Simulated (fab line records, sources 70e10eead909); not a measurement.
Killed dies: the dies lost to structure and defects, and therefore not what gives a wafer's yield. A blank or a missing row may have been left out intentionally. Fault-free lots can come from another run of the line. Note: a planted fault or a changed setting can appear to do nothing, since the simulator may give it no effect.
Which tool was responsible? -- flow nand harc -- 7 lots, 21 wafers sampled, at 2 steps of a route of 1302

== WHAT THE GAUGES READ, wafer by wafer ==
NHARC_P_GATE_INSPECT_28.
lot,measured,on,raw defect count
L244,day 5 08:35,defect inspect-01,5 12 1
L246,day 6 07:47,defect inspect-02,4 5 5
L248,day 6 22:49,defect inspect-01,5 8 5
L250,day 8 03:23,defect inspect-01,6 5 15
L256,day 11 04:59,defect inspect-01,5 13 11
L264,day 13 15:20,defect inspect-02,3 4 12
L266,day 14 10:37,defect inspect-01,7 7 7

== WHAT TOOL EACH LOT RAN ON (gives the tool, then ch and the chambers of the sampled wafers, and finally the start) ==
lot,NHARC_P_GATE_CVD_17
L244,"lpcvd poly-03 ch 0, day 5 04:30"
L246,"lpcvd poly-02 ch 0, day 6 00:17"
L248,"lpcvd poly-03 ch 0, day 6 18:46"
L250,"lpcvd poly-03 ch 0, day 7 21:38"
L256,"lpcvd poly-01 ch 0, day 10 20:23"
L264,"lpcvd poly-02 ch 0, day 13 11:22"
L266,"lpcvd poly-03 ch 0, day 14 06:33"
- NHARC_P_GATE_CVD_17: deposits poly-Si, target thk 150 nm, time 900 s.

== THE ANSWER, worked out from the rows above alone ==
Rule: the usual values come from the lots themselves. The widest of any qualifying gaps counts: lots, ordered by their means at a reading, are off when they make up no more than a third of the lots, leave a main group of 4 or more, and stand apart from it by 3 or more times the standard deviation of that group's means. A main group is skipped when, at the precision printed for the reading in the tables above, its means are all equal. Also off: a lot with no number at a reading for which 4 or more lots have one. All remaining lots with rows at the step are treated as sound.
No lot is off at any reading shown: from this, nothing can be told.

== WHAT THE SIMULATOR PUT IN ==
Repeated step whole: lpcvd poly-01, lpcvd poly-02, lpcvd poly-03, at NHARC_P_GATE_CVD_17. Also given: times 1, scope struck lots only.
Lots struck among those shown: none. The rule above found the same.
